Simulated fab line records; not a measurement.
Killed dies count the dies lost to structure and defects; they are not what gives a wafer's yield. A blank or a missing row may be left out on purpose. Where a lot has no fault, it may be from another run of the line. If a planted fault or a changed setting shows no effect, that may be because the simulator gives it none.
fab line records	flow n5_finfet
record lots=24	wafers=72	last_day=17
route steps=1938 shown BEOL_M2@899 BEOL_M3@1001
lots with no fault: from the same line, run without faults
start_h: hours from the record's opening day to when the first of the lot's shown wafers began	wait_h: hours from the lot's prior step to this one	" repeats the value in the row above	L1.1+2: a single row standing in for several wafers	- no value present, or no start provided	* or withheld: withheld	< > ~ a bound
route shown NAME@n: names a module that has steps shown in the file, with the first one's number in the route	usual: average and standard deviation across the fault-free wafers	same: alike in all rows	chamber/n: place in a boat	sites: the reading at each site	_std_site: the standard deviation of these	_edge_site: mean of outer sites minus mean of inner sites	radius_mm: how far each site lies from the wafer's centre	mask NAME#n: copy n	behind: the most recent tool/chamber to have shaped the wafer	hold: the reason the lot was held/the length of the hold in hours/how it ended	device: which transistor (n, p or np) failed to switch	end of line: the route-end tests of the same wafers	a step without rows: its recipe alone	killed: at the first sort, the dies lost to defects and structure; wafer yield is something else	map: shows each die of a wafer: x if killed, . if not, _ if none is there
set.NAME: the setting the step ran with; set.NAME@STEP: the setting that earlier step ran with	model.NAME: the simulator's own value behind a step, which no gauge read
the route's steps for a sample of lots (tables are steps, rows are wafers)
services: the hour from which a tool's chamber was out of use, counted from the record's first day as start_h (under 0 if before that day), plus the number of hours and why
## steps
# step N5_BEOL_M2_DEGAS_44
# recipe ambient=vacuum	temp_c=250	time_s=60
# usual heater_power_w=352/47
lot.wafer	tool	chamber	start_h	wait_h	heater_power_w
L074.2	pvd_sputter-03	-	139.20	0.6	400
L074.3	"	-	"	"	320
L074.5	"	-	"	"	315
L075.1	pvd_sputter-02	-	151.76	0.4	323
L075.3	"	-	"	"	408
L075.5	"	-	"	"	323
L076.1	pvd_sputter-03	-	151.90	0.2	314
L076.4	"	-	"	"	366
L076.6	"	-	"	"	401
L077.2	pvd_sputter-02	-	151.94	0.3	322
L077.5	"	-	"	"	331
L077.6	"	-	"	"	402
L078.1	pvd_sputter-03	-	151.98	0.3	316
L078.2	"	-	"	"	318
L078.4	"	-	"	"	396
L079.1	pvd_sputter-02	-	161.42	0.5	317
L079.2	"	-	"	"	330
L079.5	"	-	"	"	325
L081.2	pvd_sputter-03	-	174.17	2.0	309
L081.4	"	-	"	"	358
L081.5	"	-	"	"	404
L080.2	pvd_sputter-03	-	176.29	0.0	399
L080.3	"	-	"	"	363
L080.4	"	-	"	"	323
L082.1	pvd_sputter-01	-	182.25	0.2	263
L082.3	"	-	"	"	444
L082.6	"	-	"	"	253
L083.1	pvd_sputter-03	-	198.37	0.1	350
L083.2	"	-	"	"	319
L083.3	"	-	"	"	406
L084.2	pvd_sputter-03	-	198.77	0.1	311
L084.5	"	-	"	"	406
L084.6	"	-	"	"	322
L085.1	pvd_sputter-01	-	201.50	0.2	336
L085.4	"	-	"	"	261
L085.5	"	-	"	"	430
L086.2	pvd_sputter-01	-	212.63	0.4	338
L086.4	"	-	"	"	431
L086.6	"	-	"	"	258
L087.1	pvd_sputter-03	-	224.02	0.7	322
L087.3	"	-	"	"	308
L087.5	"	-	"	"	312
L088.1	pvd_sputter-03	-	226.64	0.3	308
L088.2	"	-	"	"	360
L088.4	"	-	"	"	396
L089.2	pvd_sputter-03	-	229.64	1.6	403
L089.3	"	-	"	"	344
L089.5	"	-	"	"	364
L090.2	pvd_sputter-03	-	235.03	0.6	307
L090.3	"	-	"	"	359
L090.4	"	-	"	"	332
L091.3	pvd_sputter-01	-	243.34	0.3	441
L091.4	"	-	"	"	330
L091.6	"	-	"	"	332
L092.1	pvd_sputter-01	-	244.14	0.1	443
L092.2	"	-	"	"	265
L092.5	"	-	"	"	337
L093.4	pvd_sputter-02	-	247.28	0.2	416
L093.5	"	-	"	"	340
L093.6	"	-	"	"	416
L094.2	pvd_sputter-02	-	256.01	0.4	329
L094.3	"	-	"	"	325
L094.4	"	-	"	"	410
L095.1	pvd_sputter-02	-	259.81	0.3	415
L095.4	"	-	"	"	423
L095.5	"	-	"	"	412
L096.1	pvd_sputter-01	-	270.18	0.8	440
L096.2	"	-	"	"	324
L096.6	"	-	"	"	426
L097.1	pvd_sputter-03	-	273.76	0.4	362
L097.3	"	-	"	"	326
L097.5	"	-	"	"	364
# step N5_BEOL_M2_SPUTTER_86
# recipe material=Cu	target_thk_a=45	temp_c=-20	chamber_pressure_pa=0.07	power_w=withheld	time_s=8.29
# usual throttle_valve_pct=30.4/0.85
lot.wafer	tool	chamber	start_h	wait_h	throttle_valve_pct
L074.2	pvd_sputter-02	-	140.60	0.1	31.5
L074.3	"	-	"	"	29.8
L074.5	"	-	"	"	30.7
L075.1	pvd_sputter-02	-	153.08	0.1	29.7
L075.3	"	-	"	"	31.5
L075.5	"	-	"	"	31.3
L076.1	pvd_sputter-03	-	153.29	0.1	29.4
L076.4	"	-	"	"	30.0
L076.6	"	-	"	"	29.8
L077.2	pvd_sputter-01	-	153.41	0.1	31.5
L077.5	"	-	"	"	30.2
L077.6	"	-	"	"	31.4
L078.1	pvd_sputter-02	-	155.00	0.1	29.8
L078.2	"	-	"	"	31.6
L078.4	"	-	"	"	29.8
L079.1	pvd_sputter-02	-	162.72	0.1	29.4
L079.2	"	-	"	"	29.5
L079.5	"	-	"	"	29.8
L081.2	pvd_sputter-01	-	175.47	0.1	30.5
L081.4	"	-	"	"	30.0
L081.5	"	-	"	"	30.1
L080.2	pvd_sputter-02	-	177.60	0.1	30.0
L080.3	"	-	"	"	31.4
L080.4	"	-	"	"	30.8
L082.1	pvd_sputter-01	-	185.17	0.1	32.1
L082.3	"	-	"	"	30.4
L082.6	"	-	"	"	30.4
L083.1	pvd_sputter-02	-	199.69	0.1	29.3
L083.2	"	-	"	"	29.7
L083.3	"	-	"	"	30.5
L084.2	pvd_sputter-03	-	199.99	0.1	31.5
L084.5	"	-	"	"	29.5
L084.6	"	-	"	"	31.2
L085.1	pvd_sputter-03	-	202.75	0.1	29.4
L085.4	"	-	"	"	29.7
L085.5	"	-	"	"	29.6
L086.2	pvd_sputter-03	-	214.05	0.1	31.6
L086.4	"	-	"	"	29.5
L086.6	"	-	"	"	30.0
L087.1	pvd_sputter-02	-	225.54	0.1	29.6
L087.3	"	-	"	"	31.3
L087.5	"	-	"	"	30.5
L088.1	pvd_sputter-03	-	228.18	0.1	29.5
L088.2	"	-	"	"	29.5
L088.4	"	-	"	"	31.2
L089.2	pvd_sputter-02	-	231.27	0.1	30.7
L089.3	"	-	"	"	31.4
L089.5	"	-	"	"	29.8
L090.2	pvd_sputter-01	-	236.24	0.1	30.6
L090.3	"	-	"	"	30.1
L090.4	"	-	"	"	31.4
L091.3	pvd_sputter-01	-	245.33	0.1	31.2
L091.4	"	-	"	"	30.3
L091.6	"	-	"	"	32.2
L092.1	pvd_sputter-03	-	246.34	0.1	29.7
L092.2	"	-	"	"	31.3
L092.5	"	-	"	"	29.8
L093.4	pvd_sputter-01	-	248.81	0.1	29.9
L093.5	"	-	"	"	32.1
L093.6	"	-	"	"	30.3
L094.2	pvd_sputter-03	-	258.18	0.1	29.5
L094.3	"	-	"	"	29.5
L094.4	"	-	"	"	29.8
L095.1	pvd_sputter-02	-	261.19	0.1	29.3
L095.4	"	-	"	"	29.7
L095.5	"	-	"	"	29.7
L096.1	pvd_sputter-03	-	271.56	0.1	31.2
L096.2	"	-	"	"	29.4
L096.6	"	-	"	"	29.9
L097.1	pvd_sputter-03	-	275.12	0.1	31.4
L097.3	"	-	"	"	29.9
L097.5	"	-	"	"	29.8
# step N5_BEOL_M3_ANNEAL_87
# recipe temp_c=400	time_s=240	ambient=vacuum
# usual heater_power_w=884/140
lot.wafer	tool	chamber	start_h	wait_h	heater_power_w
L074.2	pvd_sputter-01	-	147.33	0.0	1067
L074.3	"	-	"	"	632
L074.5	"	-	"	"	843
L076.1	pvd_sputter-03	-	164.15	0.0	885
L076.4	"	-	"	"	777
L076.6	"	-	"	"	803
L075.1	pvd_sputter-03	-	165.99	0.0	805
L075.3	"	-	"	"	995
L075.5	"	-	"	"	988
L077.2	pvd_sputter-03	-	169.55	0.0	1016
L077.5	"	-	"	"	994
L077.6	"	-	"	"	796
L078.1	pvd_sputter-01	-	171.09	0.0	1073
L078.2	"	-	"	"	815
L078.4	"	-	"	"	643
L079.1	pvd_sputter-03	-	172.77	0.0	764
L079.2	"	-	"	"	1013
L079.5	"	-	"	"	974
L081.2	pvd_sputter-01	-	183.33	0.0	657
L081.4	"	-	"	"	823
L081.5	"	-	"	"	1072
L080.2	pvd_sputter-02	-	187.82	0.0	1025
L080.3	"	-	"	"	833
L080.4	"	-	"	"	788
L082.1	pvd_sputter-02	-	197.69	0.0	1044
L082.3	"	-	"	"	802
L082.6	"	-	"	"	1022
L083.1	pvd_sputter-02	-	206.76	0.0	1023
L083.2	"	-	"	"	827
L083.3	"	-	"	"	819
L084.2	pvd_sputter-02	-	213.91	0.0	1048
L084.5	"	-	"	"	1025
L084.6	"	-	"	"	1003
L085.1	pvd_sputter-01	-	214.16	0.0	845
L085.4	"	-	"	"	822
L085.5	"	-	"	"	828
L086.2	pvd_sputter-01	-	221.31	0.0	1074
L086.4	"	-	"	"	646
L086.6	"	-	"	"	824
L087.1	pvd_sputter-01	-	238.16	0.0	657
L087.3	"	-	"	"	807
L087.5	"	-	"	"	1100
L088.1	pvd_sputter-01	-	241.84	0.0	838
L088.2	"	-	"	"	655
L088.4	"	-	"	"	1081
L089.2	pvd_sputter-03	-	244.34	0.0	806
L089.3	"	-	"	"	891
L089.5	"	-	"	"	858
L090.2	pvd_sputter-02	-	245.30	0.0	1025
L090.3	"	-	"	"	1000
L090.4	"	-	"	"	801
L091.3	pvd_sputter-01	-	251.70	0.0	1084
L091.4	"	-	"	"	663
L091.6	"	-	"	"	672
L092.1	pvd_sputter-03	-	254.40	0.0	1001
L092.2	"	-	"	"	899
L092.5	"	-	"	"	800
L093.4	pvd_sputter-02	-	257.43	0.0	823
L093.5	"	-	"	"	805
L093.6	"	-	"	"	795
L094.2	pvd_sputter-01	-	276.28	0.0	845
L094.3	"	-	"	"	823
L094.4	"	-	"	"	1104
L095.1	pvd_sputter-01	-	282.03	0.0	1107
L095.4	"	-	"	"	846
L095.5	"	-	"	"	1133
L096.1	pvd_sputter-01	-	285.20	0.0	819
L096.2	"	-	"	"	800
L096.6	"	-	"	"	1113
L097.1	pvd_sputter-01	-	287.32	0.0	1088
L097.3	"	-	"	"	833
L097.5	"	-	"	"	653
# step N5_BEOL_M3_ANNEAL_91
# recipe temp_c=400	time_s=240	ambient=vacuum
# usual heater_power_w=887/140
lot.wafer	tool	chamber	start_h	wait_h	heater_power_w
L074.2	pvd_sputter-01	-	147.77	0.0	1078
L074.3	"	-	"	"	656
L074.5	"	-	"	"	852
L076.1	pvd_sputter-03	-	164.59	0.0	891
L076.4	"	-	"	"	779
L076.6	"	-	"	"	818
L075.1	pvd_sputter-03	-	166.43	0.0	827
L075.3	"	-	"	"	1008
L075.5	"	-	"	"	1016
L077.2	pvd_sputter-03	-	169.99	0.0	998
L077.5	"	-	"	"	999
L077.6	"	-	"	"	803
L078.1	pvd_sputter-01	-	171.53	0.0	1095
L078.2	"	-	"	"	823
L078.4	"	-	"	"	672
L079.1	pvd_sputter-03	-	173.21	0.0	773
L079.2	"	-	"	"	999
L079.5	"	-	"	"	1003
L081.2	pvd_sputter-01	-	183.77	0.0	651
L081.4	"	-	"	"	807
L081.5	"	-	"	"	1105
L080.2	pvd_sputter-02	-	188.26	0.0	1043
L080.3	"	-	"	"	825
L080.4	"	-	"	"	799
L082.1	pvd_sputter-02	-	198.13	0.0	1047
L082.3	"	-	"	"	803
L082.6	"	-	"	"	1020
L083.1	pvd_sputter-02	-	211.69	4.5	1054
L083.2	"	-	"	"	815
L083.3	"	-	"	"	808
L084.2	pvd_sputter-02	-	214.35	0.0	1030
L084.5	"	-	"	"	1023
L084.6	"	-	"	"	1022
L085.1	pvd_sputter-01	-	214.60	0.0	804
L085.4	"	-	"	"	776
L085.5	"	-	"	"	842
L086.2	pvd_sputter-01	-	221.75	0.0	1098
L086.4	"	-	"	"	653
L086.6	"	-	"	"	800
L087.1	pvd_sputter-01	-	238.60	0.0	674
L087.3	"	-	"	"	826
L087.5	"	-	"	"	1100
L088.1	pvd_sputter-01	-	242.28	0.0	846
L088.2	"	-	"	"	663
L088.4	"	-	"	"	1114
L089.2	pvd_sputter-03	-	244.78	0.0	828
L089.3	"	-	"	"	915
L089.5	"	-	"	"	905
L090.2	pvd_sputter-02	-	245.74	0.0	1025
L090.3	"	-	"	"	1044
L090.4	"	-	"	"	800
L091.3	pvd_sputter-01	-	252.14	0.0	1126
L091.4	"	-	"	"	672
L091.6	"	-	"	"	652
L092.1	pvd_sputter-03	-	254.84	0.0	1009
L092.2	"	-	"	"	923
L092.5	"	-	"	"	802
L093.4	pvd_sputter-02	-	257.87	0.0	818
L093.5	"	-	"	"	827
L093.6	"	-	"	"	802
L094.2	pvd_sputter-01	-	276.72	0.0	855
L094.3	"	-	"	"	827
L094.4	"	-	"	"	1087
L095.1	pvd_sputter-01	-	282.47	0.0	1087
L095.4	"	-	"	"	842
L095.5	"	-	"	"	1097
L096.1	pvd_sputter-01	-	285.64	0.0	874
L096.2	"	-	"	"	797
L096.6	"	-	"	"	1094
L097.1	pvd_sputter-01	-	287.76	0.0	1056
L097.3	"	-	"	"	845
L097.5	"	-	"	"	652
# step N5_BEOL_M3_ANNEAL_51
# recipe temp_c=225	time_s=90	ambient=N2
# usual wafer_temp_C_max=225.89/0.2
lot.wafer	tool	chamber	start_h	wait_h	wafer_temp_C_max
L074.2	rtp_anneal-02	0	148.60	0.1	226.11
L074.3	"	0	"	"	225.78
L074.5	"	0	"	"	225.87
L076.1	rtp_anneal-01	0	165.54	0.2	225.63
L076.4	"	0	"	"	226.22
L076.6	"	0	"	"	226.09
L075.1	rtp_anneal-01	0	167.21	0.1	226.01
L075.3	"	0	"	"	225.58
L075.5	"	0	"	"	225.76
L077.2	rtp_anneal-01	0	170.81	0.1	226.14
L077.5	"	0	"	"	225.78
L077.6	"	0	"	"	225.70
L078.1	rtp_anneal-02	0	172.33	0.1	225.86
L078.2	"	0	"	"	225.99
L078.4	"	0	"	"	225.85
L079.1	rtp_anneal-02	0	173.99	0.1	225.90
L079.2	"	0	"	"	225.97
L079.5	"	0	"	"	225.88
L081.2	rtp_anneal-02	0	184.59	0.1	226.19
L081.4	"	0	"	"	226.39
L081.5	"	0	"	"	225.74
L080.2	rtp_anneal-02	0	189.08	0.1	225.83
L080.3	"	0	"	"	225.55
L080.4	"	0	"	"	225.82
L082.1	rtp_anneal-01	0	198.90	0.1	226.30
L082.3	"	0	"	"	225.98
L082.6	"	0	"	"	226.04
L083.1	rtp_anneal-02	0	212.46	0.1	225.98
L083.2	"	0	"	"	225.98
L083.3	"	0	"	"	225.79
L084.2	rtp_anneal-01	0	215.17	0.1	226.00
L084.5	"	0	"	"	225.87
L084.6	"	0	"	"	225.90
L085.1	rtp_anneal-01	0	215.40	0.1	225.77
L085.4	"	0	"	"	225.64
L085.5	"	0	"	"	225.97
L086.2	rtp_anneal-02	0	222.57	0.1	225.90
L086.4	"	0	"	"	226.15
L086.6	"	0	"	"	225.78
L087.1	rtp_anneal-01	0	239.37	0.1	225.81
L087.3	"	0	"	"	225.93
L087.5	"	0	"	"	226.06
L088.1	rtp_anneal-02	0	243.10	0.1	225.83
L088.2	"	0	"	"	225.96
L088.4	"	0	"	"	225.77
L089.2	rtp_anneal-02	0	245.61	0.1	225.93
L089.3	"	0	"	"	225.87
L089.5	"	0	"	"	225.48
L090.2	rtp_anneal-02	0	246.56	0.1	225.87
L090.3	"	0	"	"	225.98
L090.4	"	0	"	"	225.85
L091.3	rtp_anneal-02	0	253.00	0.1	226.36
L091.4	"	0	"	"	225.86
L091.6	"	0	"	"	226.01
L092.1	rtp_anneal-02	0	255.62	0.1	225.67
L092.2	"	0	"	"	225.72
L092.5	"	0	"	"	225.92
L093.4	rtp_anneal-02	0	258.78	0.2	225.94
L093.5	"	0	"	"	225.94
L093.6	"	0	"	"	226.01
L094.2	rtp_anneal-01	0	277.55	0.1	226.23
L094.3	"	0	"	"	225.82
L094.4	"	0	"	"	225.79
L095.1	rtp_anneal-02	0	283.24	0.1	226.17
L095.4	"	0	"	"	225.95
L095.5	"	0	"	"	226.21
L096.1	rtp_anneal-01	0	286.41	0.1	226.19
L096.2	"	0	"	"	225.71
L096.6	"	0	"	"	226.04
L097.1	rtp_anneal-02	0	288.53	0.1	225.82
L097.3	"	0	"	"	225.88
L097.5	"	0	"	"	226.51
# step N5_BEOL_M3_CO_CAP_55
# recipe material=Co	target_thk_a=20	temp_c=200	precursor=CCTBA/H2	pressure_torr=30	time_s=102.1
# usual heater_power_w=229/15
lot.wafer	tool	chamber	start_h	wait_h	heater_power_w
L074.2	cvd_co-01	0	149.22	0.0	243
L074.3	"	1	"	"	238
L074.5	"	1	"	"	239
L076.1	cvd_co-02	1	166.22	0.0	216
L076.4	"	1	"	"	219
L076.6	"	2	"	"	203
L075.1	cvd_co-02	0	167.88	0.0	235
L075.3	"	2	"	"	201
L075.5	"	0	"	"	239
L077.2	cvd_co-01	2	171.63	0.0	227
L077.5	"	1	"	"	244
L077.6	"	0	"	"	248
L078.1	cvd_co-02	1	173.00	0.0	210
L078.2	"	2	"	"	203
L078.4	"	1	"	"	210
L079.1	cvd_co-01	1	174.66	0.0	247
L079.2	"	2	"	"	224
L079.5	"	1	"	"	231
L081.2	cvd_co-02	1	185.21	0.0	211
L081.4	"	1	"	"	216
L081.5	"	0	"	"	245
L080.2	cvd_co-02	1	189.70	0.0	211
L080.3	"	0	"	"	233
L080.4	"	0	"	"	237
L082.1	cvd_co-01	1	199.57	0.0	240
L082.3	"	2	"	"	224
L082.6	"	2	"	"	227
L083.1	cvd_co-02	0	213.19	0.0	247
L083.2	"	1	"	"	215
L083.3	"	2	"	"	202
L084.2	cvd_co-01	1	215.80	0.0	245
L084.5	"	2	"	"	220
L084.6	"	0	"	"	245
L085.1	cvd_co-01	1	216.07	0.0	243
L085.4	"	2	"	"	225
L085.5	"	0	"	"	247
L086.2	cvd_co-01	0	223.19	0.0	239
L086.4	"	1	"	"	244
L086.6	"	2	"	"	225
L087.1	cvd_co-01	2	240.18	0.0	225
L087.3	"	2	"	"	226
L087.5	"	2	"	"	223
L088.1	cvd_co-01	0	243.82	0.0	252
L088.2	"	2	"	"	220
L088.4	"	2	"	"	225
L089.2	cvd_co-02	2	246.25	0.0	205
L089.3	"	1	"	"	211
L089.5	"	0	"	"	239
L090.2	cvd_co-01	0	247.21	0.0	241
L090.3	"	2	"	"	222
L090.4	"	0	"	"	246
L091.3	cvd_co-01	2	253.64	0.1	221
L091.4	"	0	"	"	242
L091.6	"	0	"	"	246
L092.1	cvd_co-02	0	256.29	0.0	243
L092.2	"	2	"	"	204
L092.5	"	0	"	"	247
L093.4	cvd_co-01	2	259.35	0.0	226
L093.5	"	0	"	"	248
L093.6	"	1	"	"	239
L094.2	cvd_co-01	1	278.24	0.0	238
L094.3	"	0	"	"	245
L094.4	"	1	"	"	242
L095.1	cvd_co-02	1	283.91	0.0	215
L095.4	"	0	"	"	236
L095.5	"	2	"	"	208
L096.1	cvd_co-01	1	287.08	0.0	244
L096.2	"	0	"	"	238
L096.6	"	1	"	"	245
L097.1	cvd_co-02	1	289.20	0.0	218
L097.3	"	2	"	"	208
L097.5	"	2	"	"	202
## services
tool	chamber	start_h	hours	kind
pvd_sputter-03	-	121.68	0.6	repair
pvd_sputter-02	-	124.42	3.5	repair
cvd_co-01	-	169.85	0.7	repair
cvd_co-02	-	170.89	1.5	repair
cvd_co-02	-	219.85	1.3	repair
cvd_co-01	1	239.62	15.0	repair
pvd_sputter-03	-	278.15	5.5	repair
rtp_anneal-01	-	287.31	2.7	pm
## key
fault none
